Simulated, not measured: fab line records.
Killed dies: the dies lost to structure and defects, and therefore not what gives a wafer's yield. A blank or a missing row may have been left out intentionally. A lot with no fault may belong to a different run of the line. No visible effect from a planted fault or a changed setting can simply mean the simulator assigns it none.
Chamber matching :: flow nand harc :: NHARC_A_BONDPAD_ETCH_34 on rie diel-08: 4 sister chambers
The step etches the open film in N2/H2, target depth 60 nm, overetch 18 nm, time 65.91 s. 14 wafers are shown with their chamber, then 7 later ones without.

## WAFERS PAIRED WITH THEIR CHAMBERS
wafer: L404.1
chamber: 1
drypump motor current A (A): 6.0
showerhead plenum p Torr (Torr): 2.11
rf vpp V (V): 433.6

wafer: L404.2
chamber: 2
drypump motor current A (A): 4.7
showerhead plenum p Torr (Torr): 2.16
rf vpp V (V): 433.7

wafer: L404.5
chamber: 2
drypump motor current A (A): 4.8
showerhead plenum p Torr (Torr): 2.16
rf vpp V (V): 432.4

wafer: L403.3
chamber: 2
drypump motor current A (A): 4.8
showerhead plenum p Torr (Torr): 2.16
rf vpp V (V): 433.0

wafer: L403.5
chamber: 1
drypump motor current A (A): 6.0
showerhead plenum p Torr (Torr): 2.11
rf vpp V (V): 432.2

wafer: L403.6
chamber: 2
drypump motor current A (A): 4.7
showerhead plenum p Torr (Torr): 2.15
rf vpp V (V): 433.3

wafer: L410.2
chamber: 0
drypump motor current A (A): 6.1
showerhead plenum p Torr (Torr): 1.92
rf vpp V (V): 426.3

wafer: L410.3
chamber: 3
drypump motor current A (A): 6.6
showerhead plenum p Torr (Torr): 1.98
rf vpp V (V): 428.9

wafer: L410.4
chamber: 1
drypump motor current A (A): 6.0
showerhead plenum p Torr (Torr): 2.11
rf vpp V (V): 432.9

wafer: L412.1
chamber: 2
drypump motor current A (A): 4.8
showerhead plenum p Torr (Torr): 2.15
rf vpp V (V): 433.0

wafer: L412.2
chamber: 3
drypump motor current A (A): 6.6
showerhead plenum p Torr (Torr): 1.97
rf vpp V (V): 428.3

wafer: L412.3
chamber: 1
drypump motor current A (A): 6.0
showerhead plenum p Torr (Torr): 2.11
rf vpp V (V): 432.9

wafer: L421.1
chamber: 3
drypump motor current A (A): 6.6
showerhead plenum p Torr (Torr): 1.97
rf vpp V (V): 428.1

wafer: L421.2
chamber: 0
drypump motor current A (A): 6.1
showerhead plenum p Torr (Torr): 1.92
rf vpp V (V): 427.5

SIGNATURES (averages over the wafers above)
reading: drypump motor current A
chamber 0: 6.100
chamber 1: 6.000
chamber 2: 4.760
chamber 3: 6.600
scatter within a chamber: 0.0346

reading: showerhead plenum p Torr
chamber 0: 1.9200
chamber 1: 2.1100
chamber 2: 2.1560
chamber 3: 1.9733
scatter within a chamber: 0.00432

reading: rf vpp V
chamber 0: 426.900
chamber 1: 432.900
chamber 2: 433.080
chamber 3: 428.433
scatter within a chamber: 0.544
Rule: distance of a wafer from a chamber = root of the sum over the readings of ((wafer's reading minus chamber's mean) / reading's scatter) squared. If the next closest chamber is less than 2 further off than the closest, the wafer can't be placed; otherwise it belongs to the closest. How the scatter is found: for the shown wafers, subtract from each reading the mean of its chamber, square and add these, divide the total by (wafers less chambers), then take the root.

## WAFERS MISSING THEIR CHAMBER
wafer: L421.4
drypump motor current A (A): 6.0
showerhead plenum p Torr (Torr): 2.11
rf vpp V (V): 432.4

wafer: L422.1
drypump motor current A (A): 6.6
showerhead plenum p Torr (Torr): 1.97
rf vpp V (V): 428.3

wafer: L422.4
drypump motor current A (A): 4.7
showerhead plenum p Torr (Torr): 2.15
rf vpp V (V): 435.6

wafer: L422.6
drypump motor current A (A): 5.9
showerhead plenum p Torr (Torr): 2.11
rf vpp V (V): 431.6

wafer: L423.1
drypump motor current A (A): 6.0
showerhead plenum p Torr (Torr): 1.92
rf vpp V (V): 426.8

wafer: L423.4
drypump motor current A (A): 6.6
showerhead plenum p Torr (Torr): 1.97
rf vpp V (V): 427.2

wafer: L423.5
drypump motor current A (A): 4.8
showerhead plenum p Torr (Torr): 2.15
rf vpp V (V): 434.0

## WHICH CHAMBER EACH ONE RAN IN
wafer: L421.4
from the rows above: 1
in truth: 1

wafer: L422.1
from the rows above: 3
in truth: 3

wafer: L422.4
from the rows above: 2
in truth: 2

wafer: L422.6
from the rows above: 1
in truth: 1

wafer: L423.1
from the rows above: 0
in truth: 0

wafer: L423.4
from the rows above: 3
in truth: 3

wafer: L423.5
from the rows above: 2
in truth: 2
Placed correctly: 7 of 7. Can't be placed from these rows: 0. 0 placed wrongly.
